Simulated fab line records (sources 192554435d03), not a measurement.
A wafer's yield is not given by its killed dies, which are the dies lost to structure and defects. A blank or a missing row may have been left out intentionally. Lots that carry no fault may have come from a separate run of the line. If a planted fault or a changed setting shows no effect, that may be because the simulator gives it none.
Which tool is to blame? ; flow n5-finfet ; 14 lots, 42 wafers sampled, at 6 steps of a route of 1938

== WHAT THE GAUGES READ, wafer by wafer ==
N5_BEOL_M3_THK_MEAS_01.
lot;measured;on;M3_ILD_THK (nm)
L608;day 7 11:04;film-metro-02;78.4 79.8 80.2
L610;day 7 16:13;film-metro-02;78.3 79.0 79.8
L613;day 8 07:55;film-metro-01;79.8 80.5 80.5
L611;day 8 09:38;film-metro-02;78.7 80.9 79.6
L612;day 8 15:48;film-metro-01;77.4 80.1 78.2
L615;day 9 08:19;film-metro-02;79.1 80.6 81.1
L614;day 9 13:09;film-metro-02;78.8 79.0 79.2
L617;day 9 13:31;film-metro-01;79.5 79.3 78.6
L616;day 10 08:08;film-metro-01;77.6 79.1 80.3
L620;day 10 15:38;film-metro-01;78.0 80.5 80.1
L621;day 10 15:47;film-metro-01;79.5 80.6 80.5
L626;day 12 07:32;film-metro-02;76.8 78.3 77.6
L629;day 13 09:11;film-metro-01;78.5 49.9 78.8
L631;day 14 02:45;film-metro-02;76.8 77.6 49.1

N5_BEOL_M4_RC_MEAS_101.
lot;measured;on;DIBL_N (mV/V);DIBL_P (mV/V);IOFF_N (nA/um);IOFF_P (nA/um);ION_N (uA/um);ION_P (uA/um);SS_N (mV/dec);SS_P (mV/dec);VT_N (mV);VT_P (mV)
L608;day 9 01:16;prober-02;36.5 36.5 34.9;36.2 36.3 33.7;0.161 0.161 0.131;0.177 0.175 0.148;674 688 659;462 460 453;70.6 71.0 70.3;73.1 73.1 72.7;248.3 249.3 254.6;-256 -255 -258
L610;day 9 04:16;prober-02;38.0 35.2 36.1;36.6 33.2 34.4;0.222 0.158 0.171;0.228 0.176 0.189;689 684 677;460 460 462;72.8 71.6 71.7;73.8 72.5 73.7;244.6 246.5 247.0;-247 -251 -251
L613;day 10 06:55;prober-02;36.6 35.6 38.0;38.2 36.9 39.2;0.165 0.140 0.183;0.221 0.201 0.234;691 668 683;468 465 473;71.3 71.5 72.2;72.3 72.2 73.5;248.0 250.8 250.1;-249 -251 -248
L611;day 10 08:19;prober-01;35.8 36.5 36.6;35.8 37.8 37.3;0.138 0.158 0.155;0.190 0.219 0.197;671 678 674;462 464 463;71.0 70.8 70.9;73.5 73.9 72.4;252.2 248.2 248.5;-252 -252 -253
L612;day 10 13:31;prober-02;36.5 36.4 37.8;39.0 39.1 39.4;0.202 0.185 0.219;0.228 0.222 0.236;691 682 681;468 463 461;72.6 72.5 72.2;74.4 73.7 74.2;246.6 250.5 246.0;-251 -251 -254
L615;day 10 13:47;prober-01;35.9 34.6 35.4;35.2 34.0 35.5;0.157 0.146 0.165;0.194 0.183 0.200;667 668 667;455 458 457;71.5 71.5 72.4;74.3 73.1 73.9;252.4 249.2 248.4;-250 -252 -252
L614;day 10 17:35;prober-01;37.4 38.6 37.8;38.7 38.5 38.2;0.190 0.212 0.190;0.251 0.245 0.239;677 680 691;464 461 466;71.4 72.2 71.9;73.9 74.0 74.2;244.4 247.3 246.7;-251 -246 -249
L617;day 11 05:14;prober-01;36.7 35.7 38.2;35.7 33.7 38.3;0.153 0.143 0.195;0.236 0.199 0.275;683 683 688;475 467 480;71.3 71.4 71.7;72.6 72.7 73.3;246.7 246.6 245.8;-247 -253 -246
L616;day 11 15:02;prober-01;36.8 36.6 36.8;37.0 37.1 37.6;0.172 0.165 0.181;0.218 0.223 0.231;672 676 693;463 462 468;72.4 71.9 71.9;73.1 73.4 72.8;249.1 246.9 246.2;-250 -251 -251
L620;day 12 01:35;prober-02;37.6 38.2 37.5;37.7 38.5 37.5;0.163 0.178 0.157;0.228 0.236 0.213;664 679 682;462 469 466;72.5 71.9 71.6;73.2 73.2 73.4;249.0 251.6 249.4;-248 -249 -248
L621;day 12 06:56;prober-01;36.2 37.5 35.9;35.4 37.1 34.9;0.149 0.177 0.145;0.191 0.219 0.186;677 695 674;461 466 461;70.7 71.7 71.4;73.2 73.8 73.6;248.8 251.3 251.4;-249 -248 -253
L626;day 13 16:56;prober-01;36.6 38.3 38.3;36.3 37.9 38.0;0.168 0.202 0.201;0.195 0.221 0.219;676 680 678;460 467 461;71.5 71.9 72.1;73.1 73.3 73.6;247.7 247.3 246.5;-249 -250 -249
L629;day 15 03:05;prober-02;35.1 36.7;35.8 37.9;0.150 0.179;0.162 0.186;672 685;450 456;71.7 71.0;73.1 74.1;249.1 247.0;-257 -256
L631;day 15 13:02;prober-02;35.9 36.3;36.9 37.3;0.140 0.143;0.171 0.179;673 675;455 460;70.7 71.4;72.8 72.9;255.4 252.2;-252 -253

== EACH LOT AND THE TOOL THAT RAN IT (in order: tool; ch and the chambers of the sampled wafers; start) ==
lot;N5_BEOL_M2_ANNEAL_93;N5_BEOL_M2_SPUTTER_96;N5_BEOL_M3_ILD_DEP_00;N5_BEOL_M3_PECVD_72
L608;pvd-sputter-02, day 7 09:28;pvd-sputter-02, day 7 09:50;pecvd-01 ch 0,1,2, day 7 11:00;pecvd-01 ch 0,1,2, day 7 11:07
L610;pvd-sputter-01, day 7 14:40;pvd-sputter-01, day 7 15:01;pecvd-02 ch 0,1,2, day 7 16:09;pecvd-03 ch 0,1, day 7 16:15
L613;pvd-sputter-01, day 8 06:19;pvd-sputter-01, day 8 06:41;pecvd-01 ch 0,1,2, day 8 07:52;pecvd-02 ch 0,1,2, day 8 07:58
L611;pvd-sputter-03, day 8 08:06;pvd-sputter-03, day 8 08:28;pecvd-01 ch 0,1,2, day 8 09:34;pecvd-02 ch 0,1,2, day 8 09:40
L612;pvd-sputter-02, day 8 14:16;pvd-sputter-02, day 8 14:37;pecvd-01 ch 0,1,2, day 8 15:44;pecvd-01 ch 0,2, day 8 15:50
L615;pvd-sputter-02, day 9 06:47;pvd-sputter-02, day 9 07:08;pecvd-01 ch 0,1,2, day 9 08:15;pecvd-01 ch 0,1,2, day 9 08:21
L614;pvd-sputter-02, day 9 11:36;pvd-sputter-02, day 9 11:58;pecvd-02 ch 0,1, day 9 13:04;pecvd-01 ch 0,1,2, day 9 13:11
L617;pvd-sputter-03, day 9 11:59;pvd-sputter-03, day 9 12:20;pecvd-01 ch 1,2, day 9 13:27;pecvd-03 ch 0,1, day 9 13:33
L616;pvd-sputter-01, day 10 06:32;pvd-sputter-01, day 10 06:54;pecvd-01 ch 0,1, day 10 08:04;pecvd-03 ch 0,1, day 10 08:10
L620;pvd-sputter-03, day 10 14:04;pvd-sputter-03, day 10 14:25;pecvd-02 ch 0,1, day 10 15:34;pecvd-01 ch 0,2, day 10 15:41
L621;pvd-sputter-01, day 10 14:13;pvd-sputter-01, day 10 14:34;pecvd-02 ch 0,1,2, day 10 15:44;pecvd-03 ch 0,1, day 10 15:50
L626;pvd-sputter-01, day 12 03:16;pvd-sputter-01, day 12 03:38;pecvd-02 ch 0,1,2, day 12 07:28;pecvd-02 ch 0,2, day 12 07:34
L629;pvd-sputter-03, day 13 06:56;pvd-sputter-03, day 13 07:17;pecvd-02 ch 1,2, day 13 09:07;pecvd-03 ch 1,2, day 13 09:13
L631;pvd-sputter-03, day 14 01:07;pvd-sputter-03, day 14 01:29;pecvd-02 ch 0,1,2, day 14 02:41;pecvd-01 ch 0,1,2, day 14 02:47
- N5_BEOL_M2_ANNEAL_93: time 240 s.
- N5_BEOL_M2_SPUTTER_96: material Cu, target thk 4.5 nm, time 8.29 s.
- N5_BEOL_M3_ILD_DEP_00: deposits SiOC from DEMS/O2, target thk 79 nm, time 15.3 s.
- N5_BEOL_M3_PECVD_72: deposits SiO2 from TEOS/O2, target thk 16 nm, time 18 s.

== AS READ BY THE TOOLS THEMSELVES (means over the sampled wafers that have a number; for cases with no such wafer, the mark the record gives instead) ==
N5_BEOL_M2_ANNEAL_93.
lot;tool;heater-power-w (W);susceptor-temp-C (C)
L608;pvd-sputter-02;877;400.05
L610;pvd-sputter-01;809;399.98
L613;pvd-sputter-01;812;399.94
L611;pvd-sputter-03;813;400.02
L612;pvd-sputter-02;843;400.11
L615;pvd-sputter-02;817;399.92
L614;pvd-sputter-02;873;400.01
L617;pvd-sputter-03;822;399.85
L616;pvd-sputter-01;828;399.63
L620;pvd-sputter-03;786;400.07
L621;pvd-sputter-01;811;400.05
L626;pvd-sputter-01;794;399.97
L629;pvd-sputter-03;768;399.99
L631;pvd-sputter-03;828;399.94

N5_BEOL_M2_SPUTTER_96.
lot;tool;susceptor-temp-C (C);throttle-valve-pct (%)
L608;pvd-sputter-02;-20.06;30.2
L610;pvd-sputter-01;-20.09;31.4
L613;pvd-sputter-01;-20.05;31.0
L611;pvd-sputter-03;-19.91;30.4
L612;pvd-sputter-02;-19.94;30.4
L615;pvd-sputter-02;-19.94;29.9
L614;pvd-sputter-02;-19.92;30.5
L617;pvd-sputter-03;-20.00;30.0
L616;pvd-sputter-01;-20.06;30.9
L620;pvd-sputter-03;-19.94;30.3
L621;pvd-sputter-01;-19.93;30.8
L626;pvd-sputter-01;-20.09;31.3
L629;pvd-sputter-03;-20.10;30.5
L631;pvd-sputter-03;-20.00;30.0

N5_BEOL_M3_ILD_DEP_00.
lot;tool;heater-power-w (W);showerhead-plenum-p-Torr (Torr);susceptor-temp-C (C);throttle-valve-pct (%)
L608;pecvd-01;441;5.691;349.87;12.3
L610;pecvd-02;481;5.686;350.05;11.5
L613;pecvd-01;470;5.689;349.92;12.3
L611;pecvd-01;456;5.692;350.23;12.3
L612;pecvd-01;483;5.698;350.17;12.3
L615;pecvd-01;448;5.687;350.07;12.2
L614;pecvd-02;510;5.697;350.37;11.7
L617;pecvd-01;439;5.705;350.24;12.2
L616;pecvd-01;466;5.687;349.92;12.6
L620;pecvd-02;490;5.693;350.09;11.7
L621;pecvd-02;487;5.702;350.00;11.7
L626;pecvd-02;476;5.692;349.98;11.9
L629;pecvd-02;451;5.686;349.95;12.0
L631;pecvd-02;491;5.694;349.94;11.8

N5_BEOL_M3_PECVD_72.
lot;tool;heater-power-w (W);showerhead-plenum-p-Torr (Torr);susceptor-temp-C (C);throttle-valve-pct (%)
L608;pecvd-01;672;8.79;400.04;22.7
L610;pecvd-03;642;8.76;400.15;22.6
L613;pecvd-02;679;8.79;400.05;21.9
L611;pecvd-02;710;8.78;400.02;21.9
L612;pecvd-01;638;8.78;400.08;22.1
L615;pecvd-01;701;8.79;399.96;23.1
L614;pecvd-01;655;8.78;399.80;23.0
L617;pecvd-03;704;8.74;400.11;22.6
L616;pecvd-03;686;8.74;399.96;22.1
L620;pecvd-01;623;8.78;400.09;22.1
L621;pecvd-03;728;8.73;400.26;22.1
L626;pecvd-02;669;8.76;400.01;22.1
L629;pecvd-03;719;8.70;399.86;21.8
L631;pecvd-01;672;8.80;400.03;23.3

== THE ANSWER, worked out from the rows above alone ==
Rule: the usual values come from the lots themselves. The widest of any qualifying gaps counts: lots, ordered by their means at a reading, are off when they make up no more than a third of the lots, leave a main group of 4 or more, and stand apart from it by 3 or more times the standard deviation of that group's means. If all means in a main group match to the digits the tables above print for the reading, that group is not used. A lot without any number at a reading at which 4 lots or more have one is off too. Where the step has rows for the other lots, those lots are counted as sound. After the gauges, taken in route order, come the tools' own readings; for these a lot's mean is taken, as printed above. The first step at which some lot is off is used, and at that step the reading that is off furthest; a lot without a number counts as furthest.
Off: at N5_BEOL_M3_THK_MEAS_01 (M3_ILD_THK), L629, L631. For the main group the mean is 79.3 nm and the standard deviation 0.75.
A tool fits if, at a process step before that reading, it ran every lot that is off, and no sound lot after the first of them. Gauges at N5_BEOL_M3_THK_MEAS_01: tried the same way as those tools. Undecided on this evidence; 2 tools fit (pvd-sputter-03 at N5_BEOL_M2_ANNEAL_93 and N5_BEOL_M2_SPUTTER_96, pecvd-02 at N5_BEOL_M3_ILD_DEP_00).

== WHAT WAS PUT IN BY THE SIMULATOR ==
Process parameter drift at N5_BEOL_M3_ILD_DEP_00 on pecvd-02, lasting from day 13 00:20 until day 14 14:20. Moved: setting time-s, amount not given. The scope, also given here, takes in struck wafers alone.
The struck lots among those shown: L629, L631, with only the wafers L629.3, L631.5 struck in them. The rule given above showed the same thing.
